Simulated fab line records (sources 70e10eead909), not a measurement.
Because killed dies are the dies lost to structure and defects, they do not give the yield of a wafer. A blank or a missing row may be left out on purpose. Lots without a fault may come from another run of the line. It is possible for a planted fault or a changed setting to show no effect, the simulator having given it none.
Matching of chambers	flow nand_harc	NHARC_A_CONTACT_ALD_18 on ald_metal-02: 4 sister chambers
The step deposits TiN, target thk 3 nm, pulse time 1 s, ald cycles 150. 4 wafers are shown with their chamber, then 7 later ones without.

WAFERS, EACH WITH ITS CHAMBER
wafer	chamber	heater_power_w (W)
L076.2	1	1064
L078.3	3	1184
L090.1	2	1166
L090.3	0	957

WAFERS WITHOUT THEIR CHAMBER
wafer	heater_power_w (W)
L090.6	1115
L092.1	1157
L092.2	1092
L092.5	1079
L097.1	938
L097.4	1133
L097.5	932

EACH ONE'S CHAMBER
wafer	from the rows above	in truth
L090.6	can't be placed: 1 or 2 or 3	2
L092.1	can't be placed: 2 or 3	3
L092.2	can't be placed: 1 or 2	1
L092.5	1	1
L097.1	0	0
L097.4	can't be placed: 2 or 3 or 1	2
L097.5	0	0
Correctly placed: 3 of 7. From these rows, 4 cannot be placed; in 4 the true chamber is one of the candidates. Wrongly placed: 0.
How it was worked out, from the rows above alone: a wafer's distance from a chamber is the root of the sum, over the readings, of the square of ((its reading less the chamber's mean) divided by the reading's scatter). The wafer belongs to the nearest chamber; if the next one is less than 2 further off, it can't be placed. Each chamber's mean is taken over the wafers shown for it. The scatter (one wafer shown for each chamber): square how far every hidden wafer sits from the nearest shown wafer, average those squares and take the square root.
